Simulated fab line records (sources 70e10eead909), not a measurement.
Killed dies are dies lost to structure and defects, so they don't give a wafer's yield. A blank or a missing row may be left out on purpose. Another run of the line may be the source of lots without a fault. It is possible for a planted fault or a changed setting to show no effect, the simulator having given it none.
fab line records ; flow nandHarc
record lots=24; wafers=72; lastDay=33
route steps=1302 shown A_CONTACT@1005
lots untouched by any fault: they come from a run of this same line in which no faults occurred
startH: the number of hours between the record's first day and the start of the first shown wafer of the lot ; waitH: how many hours have passed since the lot's step before this one ; " identical to the entry in the row above ; L1.1+2: a row that stands for several wafers ; - value missing, or start not given ; * or withheld: withheld ; < > ~ a bound
route shown NAME@n: a module of which the file shows steps, and the number in the route of the first ; usual: mean and standard deviation over wafers with no fault ; same: alike in all rows ; chamber/n: place in a boat ; sites: the reading at each site ; _std_site: standard deviation across them ; _edge_site: inner sites' mean taken away from outer sites' mean ; radiusMm: how far each site lies from the wafer's centre ; mask NAME#n: copy n ; behind: the most recent tool/chamber to have shaped the wafer ; hold: what put the lot on hold/how long, in hours/how the hold closed ; device: whichever transistor did not switch (one of n, p or np) ; end of line: tests run on the same wafers once the route is complete ; a step given without rows: its recipe and nothing more ; killed: at the first sort, the dies lost to defects and structure; wafer yield is something else ; map: the dies of a wafer, with x for killed, . for not killed, _ for no die there
set.NAME: the setting the step ran with; set.NAME@STEP: the setting that earlier step ran with ; model.NAME: the simulator's own value behind a step, which no gauge read
route steps across a sampled set of lots; one table per step, one row per wafer
services: when a tool's chamber went out of use (startH, in hours from the record's first day, below 0 if earlier), for how many hours, and the reason
## steps
# step NHARC_A_CONTACT_ETCH_111
# recipe sourceW=withheld; pressureMtorr=20; biasV=withheld; timeS=140; targetDepthA=7000; arFlowSccm=withheld; c4f8FlowSccm=withheld; o2FlowSccm=withheld; chemistry=C4F8/O2/Ar
lot.wafer;tool;chamber;startH;waitH;rfHoursCounterH
L074.1;harCapEtch-03;1;485.76;-;35
L074.6;harCapEtch-03;0;485.76;-;-
L074.5;harCapEtch-03;1;485.76;-;-
L076.1;harCapEtch-03;1;496.62;-;37
L076.3;harCapEtch-03;0;496.62;-;-
L076.6;harCapEtch-03;0;496.62;-;-
L075.3;harCapEtch-02;0;503.88;-;-
L075.4;harCapEtch-02;1;503.88;-;-
L075.6;harCapEtch-02;0;503.88;-;-
L078.2;harCapEtch-03;0;514.04;-;44
L078.1;harCapEtch-03;1;514.04;-;44
L078.6;harCapEtch-03;0;514.04;-;-
L077.4;harCapEtch-01;0;514.47;-;-
L077.3;harCapEtch-01;1;514.47;-;-
L077.6;harCapEtch-01;0;514.47;-;-
L079.2;harCapEtch-01;1;526.10;-;2
L079.3;harCapEtch-01;1;526.10;-;-
L079.6;harCapEtch-01;1;526.10;-;-
L081.3;harCapEtch-03;1;562.66;-;-
L081.5;harCapEtch-03;1;562.66;-;-
L081.6;harCapEtch-03;0;562.66;-;-
L080.1;harCapEtch-01;0;573.79;-;9
L080.2;harCapEtch-01;1;573.79;-;9
L080.4;harCapEtch-01;1;573.79;-;-
L083.2;harCapEtch-03;0;583.87;-;53
L083.4;harCapEtch-03;0;583.87;-;-
L083.3;harCapEtch-03;1;583.87;-;-
L082.3;harCapEtch-01;1;585.07;-;-
L082.5;harCapEtch-01;1;585.07;-;-
L082.6;harCapEtch-01;0;585.07;-;-
L084.3;harCapEtch-03;1;590.01;-;-
L084.6;harCapEtch-03;0;590.01;-;-
L084.5;harCapEtch-03;1;590.01;-;-
L085.1;harCapEtch-03;0;601.70;-;59
L085.2;harCapEtch-03;1;601.70;-;59
L085.6;harCapEtch-03;0;601.70;-;-
L086.4;harCapEtch-01;1;619.67;-;-
L086.6;harCapEtch-01;1;619.67;-;-
L086.5;harCapEtch-01;0;619.67;-;-
L087.1;harCapEtch-03;1;620.62;-;63
L087.4;harCapEtch-03;0;620.62;-;-
L087.6;harCapEtch-03;0;620.62;-;-
L088.1;harCapEtch-02;0;634.87;-;109
L088.2;harCapEtch-02;1;634.87;-;109
L088.3;harCapEtch-02;1;634.87;-;-
L089.3;harCapEtch-01;0;635.81;-;-
L089.5;harCapEtch-01;0;635.81;-;-
L089.6;harCapEtch-01;1;635.81;-;-
L091.1;harCapEtch-01;0;647.15;-;25
L091.3;harCapEtch-01;1;647.15;-;-
L091.5;harCapEtch-01;0;647.15;-;-
L090.4;harCapEtch-01;1;656.74;-;-
L090.3;harCapEtch-01;0;656.74;-;-
L090.6;harCapEtch-01;0;656.74;-;-
L092.3;harCapEtch-03;1;666.97;-;-
L092.4;harCapEtch-03;0;666.97;-;-
L092.6;harCapEtch-03;0;666.97;-;-
L093.3;harCapEtch-03;1;686.37;-;-
L093.4;harCapEtch-03;0;686.37;-;-
L093.5;harCapEtch-03;1;686.37;-;-
L094.2;harCapEtch-01;0;712.30;-;34
L094.1;harCapEtch-01;1;712.30;-;34
L094.5;harCapEtch-01;1;712.30;-;-
L096.2;harCapEtch-02;1;714.43;-;121
L096.3;harCapEtch-02;1;714.43;-;-
L096.5;harCapEtch-02;0;714.43;-;-
L097.3;harCapEtch-03;1;715.35;-;-
L097.4;harCapEtch-03;0;715.35;-;-
L097.5;harCapEtch-03;1;715.35;-;-
L095.4;harCapEtch-01;0;720.44;-;-
L095.6;harCapEtch-01;1;720.44;-;-
L095.5;harCapEtch-01;0;720.44;-;-
# step NHARC_A_CONTACT_ETCH_112
# recipe sourceW=withheld; pressureMtorr=20; biasV=3000; timeS=190; targetDepthA=18500; arFlowSccm=withheld; c4f8FlowSccm=withheld; o2FlowSccm=withheld; chemistry=C4F8/O2/Ar
lot.wafer;tool;chamber;startH;waitH;rfHoursCounterH
L074.1;harCapEtch-03;1;485.95;0.2;35
L074.6;harCapEtch-03;0;485.95;0.2;-
L074.5;harCapEtch-03;1;485.95;0.2;-
L076.1;harCapEtch-03;1;496.82;0.2;38
L076.3;harCapEtch-03;0;496.82;0.2;-
L076.6;harCapEtch-03;0;496.82;0.2;-
L075.3;harCapEtch-02;0;504.07;0.2;-
L075.4;harCapEtch-02;1;504.07;0.2;-
L075.6;harCapEtch-02;0;504.07;0.2;-
L078.2;harCapEtch-03;0;514.24;0.2;44
L078.1;harCapEtch-03;1;514.24;0.2;44
L078.6;harCapEtch-03;0;514.24;0.2;-
L077.4;harCapEtch-01;0;514.72;0.2;-
L077.3;harCapEtch-01;1;514.72;0.2;-
L077.6;harCapEtch-01;0;514.72;0.2;-
L079.2;harCapEtch-01;1;526.46;0.3;2
L079.3;harCapEtch-01;1;526.46;0.3;-
L079.6;harCapEtch-01;1;526.46;0.3;-
L081.3;harCapEtch-03;1;562.86;0.2;-
L081.5;harCapEtch-03;1;562.86;0.2;-
L081.6;harCapEtch-03;0;562.86;0.2;-
L080.1;harCapEtch-01;0;573.99;0.2;10
L080.2;harCapEtch-01;1;573.99;0.2;10
L080.4;harCapEtch-01;1;573.99;0.2;-
L083.2;harCapEtch-03;0;584.07;0.2;53
L083.4;harCapEtch-03;0;584.07;0.2;-
L083.3;harCapEtch-03;1;584.07;0.2;-
L082.3;harCapEtch-01;1;585.25;0.2;-
L082.5;harCapEtch-01;1;585.25;0.2;-
L082.6;harCapEtch-01;0;585.25;0.2;-
L084.3;harCapEtch-03;1;590.19;0.2;-
L084.6;harCapEtch-03;0;590.19;0.2;-
L084.5;harCapEtch-03;1;590.19;0.2;-
L085.1;harCapEtch-03;0;601.89;0.2;59
L085.2;harCapEtch-03;1;601.89;0.2;59
L085.6;harCapEtch-03;0;601.89;0.2;-
L086.4;harCapEtch-01;1;619.86;0.2;-
L086.6;harCapEtch-01;1;619.86;0.2;-
L086.5;harCapEtch-01;0;619.86;0.2;-
L087.1;harCapEtch-03;1;620.82;0.2;63
L087.4;harCapEtch-03;0;620.82;0.2;-
L087.6;harCapEtch-03;0;620.82;0.2;-
L088.1;harCapEtch-02;0;635.07;0.2;109
L088.2;harCapEtch-02;1;635.07;0.2;109
L088.3;harCapEtch-02;1;635.07;0.2;-
L089.3;harCapEtch-01;0;636.00;0.2;-
L089.5;harCapEtch-01;0;636.00;0.2;-
L089.6;harCapEtch-01;1;636.00;0.2;-
L091.1;harCapEtch-01;0;647.34;0.2;25
L091.3;harCapEtch-01;1;647.34;0.2;-
L091.5;harCapEtch-01;0;647.34;0.2;-
L090.4;harCapEtch-01;1;656.93;0.2;-
L090.3;harCapEtch-01;0;656.93;0.2;-
L090.6;harCapEtch-01;0;656.93;0.2;-
L092.3;harCapEtch-03;1;667.23;0.2;-
L092.4;harCapEtch-03;0;667.23;0.2;-
L092.6;harCapEtch-03;0;667.23;0.2;-
L093.3;harCapEtch-03;1;686.56;0.2;-
L093.4;harCapEtch-03;0;686.56;0.2;-
L093.5;harCapEtch-03;1;686.56;0.2;-
L094.2;harCapEtch-01;0;712.50;0.2;34
L094.1;harCapEtch-01;1;712.50;0.2;34
L094.5;harCapEtch-01;1;712.50;0.2;-
L096.2;harCapEtch-02;1;714.63;0.2;121
L096.3;harCapEtch-02;1;714.63;0.2;-
L096.5;harCapEtch-02;0;714.63;0.2;-
L097.3;harCapEtch-03;1;715.54;0.2;-
L097.4;harCapEtch-03;0;715.54;0.2;-
L097.5;harCapEtch-03;1;715.54;0.2;-
L095.4;harCapEtch-01;0;720.63;0.2;-
L095.6;harCapEtch-01;1;720.63;0.2;-
L095.5;harCapEtch-01;0;720.63;0.2;-
# step NHARC_A_CONTACT_ETCH_117
# recipe sourceW=withheld; pressureMtorr=20; biasV=3000; timeS=190; targetDepthA=18500; arFlowSccm=withheld; c4f8FlowSccm=withheld; o2FlowSccm=withheld; chemistry=C4F8/O2/Ar
lot.wafer;tool;chamber;startH;waitH;rfHoursCounterH
L074.1;harCapEtch-03;1;486.81;0.1;36
L074.6;harCapEtch-03;0;486.81;0.1;-
L074.5;harCapEtch-03;1;486.81;0.1;-
L076.1;harCapEtch-03;1;497.67;0.1;38
L076.3;harCapEtch-03;0;497.67;0.1;-
L076.6;harCapEtch-03;0;497.67;0.1;-
L075.3;harCapEtch-02;0;504.92;0.1;-
L075.4;harCapEtch-02;1;504.92;0.1;-
L075.6;harCapEtch-02;0;504.92;0.1;-
L078.2;harCapEtch-03;0;515.10;0.1;45
L078.1;harCapEtch-03;1;515.10;0.1;45
L078.6;harCapEtch-03;0;515.10;0.1;-
L077.4;harCapEtch-01;0;515.86;0.2;-
L077.3;harCapEtch-01;1;515.86;0.2;-
L077.6;harCapEtch-01;0;515.86;0.2;-
L079.2;harCapEtch-01;1;527.60;0.2;3
L079.3;harCapEtch-01;1;527.60;0.2;-
L079.6;harCapEtch-01;1;527.60;0.2;-
L081.3;harCapEtch-03;1;563.71;0.1;-
L081.5;harCapEtch-03;1;563.71;0.1;-
L081.6;harCapEtch-03;0;563.71;0.1;-
L080.1;harCapEtch-01;0;574.85;0.1;10
L080.2;harCapEtch-01;1;574.85;0.1;10
L080.4;harCapEtch-01;1;574.85;0.1;-
L083.2;harCapEtch-03;0;584.92;0.1;54
L083.4;harCapEtch-03;0;584.92;0.1;-
L083.3;harCapEtch-03;1;584.92;0.1;-
L082.3;harCapEtch-01;1;586.11;0.1;-
L082.5;harCapEtch-01;1;586.11;0.1;-
L082.6;harCapEtch-01;0;586.11;0.1;-
L084.3;harCapEtch-03;1;591.04;0.1;-
L084.6;harCapEtch-03;0;591.04;0.1;-
L084.5;harCapEtch-03;1;591.04;0.1;-
L085.1;harCapEtch-03;0;602.75;0.1;60
L085.2;harCapEtch-03;1;602.75;0.1;60
L085.6;harCapEtch-03;0;602.75;0.1;-
L086.4;harCapEtch-01;1;620.72;0.1;-
L086.6;harCapEtch-01;1;620.72;0.1;-
L086.5;harCapEtch-01;0;620.72;0.1;-
L087.1;harCapEtch-03;1;621.68;0.1;64
L087.4;harCapEtch-03;0;621.68;0.1;-
L087.6;harCapEtch-03;0;621.68;0.1;-
L088.1;harCapEtch-02;0;635.93;0.1;109
L088.2;harCapEtch-02;1;635.93;0.1;109
L088.3;harCapEtch-02;1;635.93;0.1;-
L089.3;harCapEtch-01;0;636.85;0.1;-
L089.5;harCapEtch-01;0;636.85;0.1;-
L089.6;harCapEtch-01;1;636.85;0.1;-
L091.1;harCapEtch-01;0;648.19;0.1;26
L091.3;harCapEtch-01;1;648.19;0.1;-
L091.5;harCapEtch-01;0;648.19;0.1;-
L090.4;harCapEtch-01;1;657.78;0.1;-
L090.3;harCapEtch-01;0;657.78;0.1;-
L090.6;harCapEtch-01;0;657.78;0.1;-
L092.3;harCapEtch-03;1;668.12;0.1;-
L092.4;harCapEtch-03;0;668.12;0.1;-
L092.6;harCapEtch-03;0;668.12;0.1;-
L093.3;harCapEtch-03;1;687.41;0.1;-
L093.4;harCapEtch-03;0;687.41;0.1;-
L093.5;harCapEtch-03;1;687.41;0.1;-
L094.2;harCapEtch-01;0;713.35;0.1;35
L094.1;harCapEtch-01;1;713.35;0.1;35
L094.5;harCapEtch-01;1;713.35;0.1;-
L096.2;harCapEtch-02;1;715.49;0.1;122
L096.3;harCapEtch-02;1;715.49;0.1;-
L096.5;harCapEtch-02;0;715.49;0.1;-
L097.3;harCapEtch-03;1;716.40;0.1;-
L097.4;harCapEtch-03;0;716.40;0.1;-
L097.5;harCapEtch-03;1;716.40;0.1;-
L095.4;harCapEtch-01;0;721.67;0.2;-
L095.6;harCapEtch-01;1;721.67;0.2;-
L095.5;harCapEtch-01;0;721.67;0.2;-
# step NHARC_A_CONTACT_ETCH_102
# recipe targetDepthA=1000; overetchA=100; timeS=55; ionEnergyEv=100; cf4FlowSccm=80; o2FlowSccm=20; arFlowSccm=0; rfW=300; biasW=100; chemistry=CF4/O2
# usual drypumpMotorCurrentA=5.9/0.52; oesProductAu=0.995/0.011; rfVppV=197.9/1.4; showerheadPlenumPTorr=1.34/0.057; throttleValvePct=13.397/0.0084
lot.wafer;tool;chamber;startH;waitH;drypumpMotorCurrentA;oesProductAu;rfHoursCounterH;rfVppV;showerheadPlenumPTorr;throttleValvePct
L074.1;rieDiel-13;0;489.49;0.1;5.5;1.014;51;201.0;1.43;13.401
L074.6;rieDiel-13;2;489.49;0.1;6.6;1.007;-;195.9;1.30;13.402
L074.5;rieDiel-13;3;489.49;0.1;5.5;0.998;-;195.5;1.26;13.406
L076.1;rieDiel-10;2;500.20;0.1;5.8;1.003;15;198.1;1.42;13.407
L076.3;rieDiel-10;3;500.20;0.1;6.5;1.011;19;198.1;1.32;13.386
L076.6;rieDiel-10;1;500.20;0.1;6.5;1.006;-;198.1;1.36;13.403
L075.4;rieDiel-03;3;507.42;0.1;5.3;0.991;9;199.8;1.43;13.413
L075.3;rieDiel-03;0;507.42;0.1;5.5;0.988;10;196.4;1.28;13.394
L075.6;rieDiel-03;1;507.42;0.1;5.3;0.986;-;198.1;1.37;13.394
L078.1;rieDiel-10;1;517.63;0.1;6.5;0.988;18;198.2;1.36;13.399
L078.2;rieDiel-10;2;517.63;0.1;5.8;0.992;18;200.4;1.42;13.407
L078.6;rieDiel-10;0;517.63;0.1;5.3;0.990;-;197.5;1.34;13.383
L077.4;rieDiel-10;0;518.93;0.1;5.3;0.993;23;197.9;1.35;13.392
L077.3;rieDiel-10;2;518.93;0.1;5.8;0.999;18;199.1;1.41;13.394
L077.6;rieDiel-10;1;518.93;0.1;6.5;0.991;-;197.4;1.36;13.411
L079.2;rieDiel-10;2;530.62;0.0;5.8;1.006;20;198.1;1.41;13.405
L079.3;rieDiel-10;0;530.62;0.0;5.3;0.988;26;197.4;1.34;13.391
L079.6;rieDiel-10;2;530.62;0.0;5.7;0.990;-;197.8;1.41;13.397
L081.3;rieDiel-10;1;566.20;0.1;6.5;0.998;26;199.0;1.36;13.393
L081.6;rieDiel-10;1;566.20;0.1;6.5;0.992;-;198.9;1.36;13.395
L081.5;rieDiel-10;2;566.20;0.1;5.8;0.999;-;199.1;1.41;13.389
L080.4;rieDiel-13;1;577.36;0.1;5.4;1.004;15;195.9;1.25;13.393
L080.1;rieDiel-13;2;577.36;0.1;6.6;1.011;15;196.4;1.29;13.377
L080.2;rieDiel-13;3;577.36;0.1;5.5;1.020;9;197.5;1.25;13.407
L083.4;rieDiel-03;1;587.46;0.1;5.3;0.988;38;197.1;1.36;13.387
L083.3;rieDiel-03;2;587.46;0.1;6.1;1.016;37;196.0;1.24;13.393
L083.2;rieDiel-03;3;587.46;0.1;5.3;0.995;35;198.3;1.42;13.388
L082.3;rieDiel-10;3;588.59;0.1;6.5;1.002;31;198.3;1.31;13.388
L082.6;rieDiel-10;1;588.59;0.1;6.5;0.987;-;199.1;1.36;13.385
L082.5;rieDiel-10;2;588.59;0.1;5.8;0.997;-;199.9;1.41;13.405
L084.3;rieDiel-13;1;593.54;0.1;5.4;0.999;22;196.5;1.25;13.398
L084.6;rieDiel-13;1;593.54;0.1;5.4;1.000;-;196.2;1.25;13.394
L084.5;rieDiel-13;2;593.54;0.1;6.6;1.009;-;196.1;1.29;13.412
L085.1;rieDiel-13;0;605.59;0.1;5.5;1.000;18;200.3;1.43;13.406
L085.2;rieDiel-13;1;605.59;0.1;5.4;1.003;27;196.8;1.25;13.392
L085.6;rieDiel-13;1;605.59;0.1;5.4;1.005;-;194.8;1.25;13.383
L086.4;rieDiel-10;1;623.17;0.1;6.5;0.978;2;196.9;1.36;13.394
L086.6;rieDiel-10;0;623.17;0.1;5.3;0.993;-;198.6;1.34;13.379
L086.5;rieDiel-10;1;623.17;0.1;6.5;0.969;-;199.0;1.36;13.403
L087.4;rieDiel-10;1;624.16;0.1;6.5;0.973;2;199.0;1.36;13.413
L087.1;rieDiel-10;3;624.16;0.1;6.6;0.997;2;198.7;1.31;13.400
L087.6;rieDiel-10;1;624.16;0.1;6.5;0.960;-;199.2;1.36;13.397
L088.1;rieDiel-10;1;638.49;0.0;6.5;0.970;6;198.2;1.36;13.390
L088.2;rieDiel-10;2;638.49;0.0;5.8;0.989;6;199.9;1.41;13.379
L088.3;rieDiel-10;3;638.49;0.0;6.6;1.003;6;197.5;1.31;13.401
L089.3;rieDiel-10;1;639.60;0.1;6.5;0.966;6;196.7;1.36;13.393
L089.6;rieDiel-10;0;639.60;0.1;5.3;0.992;-;197.4;1.34;13.405
L089.5;rieDiel-10;1;639.60;0.1;6.5;0.974;-;198.7;1.36;13.392
L091.1;rieDiel-10;0;650.75;0.1;5.3;0.991;8;198.0;1.34;13.396
L091.3;rieDiel-10;3;650.75;0.1;6.5;0.999;8;197.0;1.31;13.395
L091.5;rieDiel-10;3;650.75;0.1;6.5;0.995;-;195.5;1.31;13.395
L090.3;rieDiel-10;2;660.24;0.0;5.8;1.000;12;199.0;1.41;13.399
L090.4;rieDiel-10;3;660.24;0.0;6.5;0.993;9;196.9;1.31;13.405
L090.6;rieDiel-10;2;660.24;0.0;5.8;0.988;-;200.3;1.41;13.407
L092.4;rieDiel-03;2;670.58;0.1;6.1;1.000;9;196.1;1.24;13.377
L092.3;rieDiel-03;1;670.58;0.1;5.3;0.987;9;197.6;1.36;13.389
L092.6;rieDiel-03;2;670.58;0.1;6.1;0.996;-;195.2;1.24;13.387
L093.4;rieDiel-10;1;689.87;0.0;6.5;0.983;14;199.3;1.36;13.406
L093.3;rieDiel-10;2;689.87;0.0;5.7;0.986;15;198.5;1.41;13.393
L093.5;rieDiel-10;2;689.87;0.0;5.8;0.984;-;197.7;1.41;13.397
L094.2;rieDiel-10;1;715.86;0.1;6.5;0.969;19;198.4;1.36;13.414
L094.1;rieDiel-10;0;715.86;0.1;5.3;0.998;19;198.1;1.34;13.389
L094.5;rieDiel-10;1;715.86;0.1;6.5;0.979;-;197.5;1.36;13.407
L096.3;rieDiel-03;1;718.00;0.1;5.3;0.986;25;197.8;1.35;13.395
L096.2;rieDiel-03;3;718.00;0.1;5.3;0.994;23;199.2;1.41;13.384
L096.5;rieDiel-03;1;718.00;0.1;5.3;0.997;-;198.2;1.35;13.405
L097.3;rieDiel-10;0;718.86;0.1;5.3;1.005;19;199.1;1.34;13.404
L097.4;rieDiel-10;1;718.86;0.1;6.5;0.976;19;199.1;1.36;13.387
L097.5;rieDiel-10;1;718.86;0.1;6.5;0.963;-;198.2;1.36;13.405
L095.5;rieDiel-13;2;725.29;0.1;6.6;1.003;-;196.1;1.28;13.399
L095.4;rieDiel-13;0;725.29;0.1;5.5;0.980;-;199.2;1.42;13.400
L095.6;rieDiel-13;1;725.29;0.1;5.4;1.013;-;195.6;1.24;13.401
# step NHARC_A_CONTACT_ETCH_125
# recipe sourceW=withheld; pressureMtorr=20; biasV=3000; timeS=197; targetDepthA=19180; arFlowSccm=withheld; c4f8FlowSccm=withheld; o2FlowSccm=withheld; chemistry=C4F8/O2/Ar
lot.wafer;tool;chamber;startH;waitH;rfHoursCounterH
L074.1;harCapEtch-03;0;499.72;0.2;40
L074.5;harCapEtch-03;0;499.72;0.2;-
L074.6;harCapEtch-03;1;499.72;0.2;-
L076.1;harCapEtch-02;0;507.77;0.2;91
L076.3;harCapEtch-02;1;507.77;0.2;-
L076.6;harCapEtch-02;1;507.77;0.2;-
L075.4;harCapEtch-02;0;514.06;0.2;-
L075.3;harCapEtch-02;1;514.06;0.2;-
L075.6;harCapEtch-02;1;514.06;0.2;-
L078.2;harCapEtch-03;1;528.60;0.2;48
L078.1;harCapEtch-03;0;528.60;0.2;48
L078.6;harCapEtch-03;1;528.60;0.2;-
L077.4;harCapEtch-01;1;530.00;0.2;-
L077.3;harCapEtch-01;0;530.00;0.2;-
L077.6;harCapEtch-01;1;530.00;0.2;-
L079.2;harCapEtch-01;0;537.57;0.2;6
L079.3;harCapEtch-01;0;537.57;0.2;-
L079.6;harCapEtch-01;0;537.57;0.2;-
L081.3;harCapEtch-02;0;573.80;0.2;-
L081.6;harCapEtch-02;1;573.80;0.2;-
L081.5;harCapEtch-02;0;573.80;0.2;-
L080.2;harCapEtch-02;1;587.21;0.2;101
L080.1;harCapEtch-02;0;587.21;0.2;101
L080.4;harCapEtch-02;1;587.21;0.2;-
L083.2;harCapEtch-01;0;594.07;0.2;14
L083.3;harCapEtch-01;0;594.07;0.2;-
L083.4;harCapEtch-01;1;594.07;0.2;-
L082.3;harCapEtch-02;0;597.56;0.2;-
L082.6;harCapEtch-02;0;597.56;0.2;-
L082.5;harCapEtch-02;1;597.56;0.2;-
L084.3;harCapEtch-01;0;600.97;0.2;-
L084.6;harCapEtch-01;0;600.97;0.2;-
L084.5;harCapEtch-01;1;600.97;0.2;-
L085.2;harCapEtch-02;0;612.94;0.2;106
L085.1;harCapEtch-02;1;612.94;0.2;106
L085.6;harCapEtch-02;1;612.94;0.2;-
L086.4;harCapEtch-01;1;629.69;0.2;-
L086.6;harCapEtch-01;0;629.69;0.2;-
L086.5;harCapEtch-01;1;629.69;0.2;-
L087.1;harCapEtch-03;0;631.08;0.2;65
L087.4;harCapEtch-03;0;631.08;0.2;-
L087.6;harCapEtch-03;1;631.08;0.2;-
L088.2;harCapEtch-03;1;644.93;0.2;68
L088.1;harCapEtch-03;0;644.93;0.2;68
L088.3;harCapEtch-03;1;644.93;0.2;-
L089.3;harCapEtch-02;0;648.58;0.3;-
L089.6;harCapEtch-02;0;648.58;0.3;-
L089.5;harCapEtch-02;1;648.58;0.3;-
L091.1;harCapEtch-02;0;657.54;0.2;114
L091.3;harCapEtch-02;1;657.54;0.2;-
L091.5;harCapEtch-02;0;657.54;0.2;-
L090.4;harCapEtch-02;0;666.92;0.2;-
L090.3;harCapEtch-02;1;666.92;0.2;-
L090.6;harCapEtch-02;0;666.92;0.2;-
L092.4;harCapEtch-02;0;683.40;0.2;-
L092.3;harCapEtch-02;1;683.40;0.2;-
L092.6;harCapEtch-02;0;683.40;0.2;-
L093.3;harCapEtch-02;1;696.44;0.2;-
L093.4;harCapEtch-02;0;696.44;0.2;-
L093.5;harCapEtch-02;1;696.44;0.2;-
L094.1;harCapEtch-02;1;723.57;0.2;123
L094.2;harCapEtch-02;0;723.57;0.2;123
L094.5;harCapEtch-02;0;723.57;0.2;-
L096.2;harCapEtch-03;0;726.80;0.2;81
L096.3;harCapEtch-03;0;726.80;0.2;-
L096.5;harCapEtch-03;0;726.80;0.2;-
L097.4;harCapEtch-01;0;727.93;0.2;-
L097.3;harCapEtch-01;1;727.93;0.2;-
L097.5;harCapEtch-01;1;727.93;0.2;-
L095.4;harCapEtch-03;0;732.13;0.2;-
L095.5;harCapEtch-03;0;732.13;0.2;-
L095.6;harCapEtch-03;1;732.13;0.2;-
# step NHARC_A_CONTACT_ETCH_129
# recipe sourceW=withheld; pressureMtorr=20; biasV=3000; timeS=197; targetDepthA=19180; arFlowSccm=withheld; c4f8FlowSccm=withheld; o2FlowSccm=withheld; chemistry=C4F8/O2/Ar
lot.wafer;tool;chamber;startH;waitH;rfHoursCounterH
L074.1;harCapEtch-03;0;500.42;0.1;40
L074.5;harCapEtch-03;0;500.42;0.1;-
L074.6;harCapEtch-03;1;500.42;0.1;-
L076.1;harCapEtch-02;0;508.48;0.1;92
L076.3;harCapEtch-02;1;508.48;0.1;-
L076.6;harCapEtch-02;1;508.48;0.1;-
L075.4;harCapEtch-02;0;514.77;0.1;-
L075.3;harCapEtch-02;1;514.77;0.1;-
L075.6;harCapEtch-02;1;514.77;0.1;-
L078.2;harCapEtch-03;1;529.31;0.1;49
L078.1;harCapEtch-03;0;529.31;0.1;49
L078.6;harCapEtch-03;1;529.31;0.1;-
L077.4;harCapEtch-01;1;530.94;0.2;-
L077.3;harCapEtch-01;0;530.94;0.2;-
L077.6;harCapEtch-01;1;530.94;0.2;-
L079.2;harCapEtch-01;0;538.51;0.2;7
L079.3;harCapEtch-01;0;538.51;0.2;-
L079.6;harCapEtch-01;0;538.51;0.2;-
L081.3;harCapEtch-02;0;574.50;0.1;-
L081.6;harCapEtch-02;1;574.50;0.1;-
L081.5;harCapEtch-02;0;574.50;0.1;-
L080.2;harCapEtch-02;1;587.92;0.1;101
L080.1;harCapEtch-02;0;587.92;0.1;101
L080.4;harCapEtch-02;1;587.92;0.1;-
L083.2;harCapEtch-01;0;594.78;0.1;15
L083.3;harCapEtch-01;0;594.78;0.1;-
L083.4;harCapEtch-01;1;594.78;0.1;-
L082.3;harCapEtch-02;0;598.26;0.1;-
L082.6;harCapEtch-02;0;598.26;0.1;-
L082.5;harCapEtch-02;1;598.26;0.1;-
L084.3;harCapEtch-01;0;601.68;0.1;-
L084.6;harCapEtch-01;0;601.68;0.1;-
L084.5;harCapEtch-01;1;601.68;0.1;-
L085.2;harCapEtch-02;0;613.64;0.1;106
L085.1;harCapEtch-02;1;613.64;0.1;106
L085.6;harCapEtch-02;1;613.64;0.1;-
L086.4;harCapEtch-01;1;630.40;0.1;-
L086.6;harCapEtch-01;0;630.40;0.1;-
L086.5;harCapEtch-01;1;630.40;0.1;-
L087.1;harCapEtch-03;0;631.79;0.1;66
L087.4;harCapEtch-03;0;631.79;0.1;-
L087.6;harCapEtch-03;1;631.79;0.1;-
L088.2;harCapEtch-03;1;645.88;0.2;69
L088.1;harCapEtch-03;0;645.88;0.2;69
L088.3;harCapEtch-03;1;645.88;0.2;-
L089.3;harCapEtch-02;0;649.51;0.2;-
L089.6;harCapEtch-02;0;649.51;0.2;-
L089.5;harCapEtch-02;1;649.51;0.2;-
L091.1;harCapEtch-02;0;658.31;0.1;115
L091.3;harCapEtch-02;1;658.31;0.1;-
L091.5;harCapEtch-02;0;658.31;0.1;-
L090.4;harCapEtch-02;0;667.62;0.1;-
L090.3;harCapEtch-02;1;667.62;0.1;-
L090.6;harCapEtch-02;0;667.62;0.1;-
L092.4;harCapEtch-02;0;684.12;0.1;-
L092.3;harCapEtch-02;1;684.12;0.1;-
L092.6;harCapEtch-02;0;684.12;0.1;-
L093.3;harCapEtch-02;1;697.15;0.1;-
L093.4;harCapEtch-02;0;697.15;0.1;-
L093.5;harCapEtch-02;1;697.15;0.1;-
L094.1;harCapEtch-02;1;724.28;0.1;124
L094.2;harCapEtch-02;0;724.28;0.1;124
L094.5;harCapEtch-02;0;724.28;0.1;-
L096.2;harCapEtch-03;0;727.51;0.1;82
L096.3;harCapEtch-03;0;727.51;0.1;-
L096.5;harCapEtch-03;0;727.51;0.1;-
L097.4;harCapEtch-01;0;728.88;0.2;-
L097.3;harCapEtch-01;1;728.88;0.2;-
L097.5;harCapEtch-01;1;728.88;0.2;-
L095.4;harCapEtch-03;0;732.83;0.1;-
L095.5;harCapEtch-03;0;732.83;0.1;-
L095.6;harCapEtch-03;1;732.83;0.1;-
## services
tool;chamber;startH;hours;kind
harCapEtch-02;-;467.91;0.3;repair
rieDiel-10;1;471.98;14.2;repair
rieDiel-10;3;473.26;5.6;repair
harCapEtch-03;-;491.05;0.4;repair
harCapEtch-01;-;497.00;17.0;pm
rieDiel-13;-;521.62;9.0;pm
harCapEtch-02;-;522.28;15.4;repair
rieDiel-03;-;533.13;0.7;repair
harCapEtch-03;-;542.91;4.3;repair
rieDiel-03;2;543.29;7.7;repair
harCapEtch-02;-;555.04;11.3;repair
rieDiel-10;0;565.13;10.6;repair
rieDiel-10;1;570.87;4.5;repair
rieDiel-10;3;596.81;1.9;repair
rieDiel-10;-;596.95;9.0;pm
rieDiel-03;2;625.40;19.0;repair
rieDiel-03;-;638.04;9.0;pm
rieDiel-10;-;641.96;0.8;repair
rieDiel-10;1;648.03;4.8;repair
rieDiel-10;3;651.17;4.0;repair
rieDiel-13;-;698.62;9.0;pm
harCapEtch-01;-;708.57;0.4;repair
rieDiel-13;3;712.09;16.9;repair
harCapEtch-02;-;722.38;0.4;repair
## key
fault none
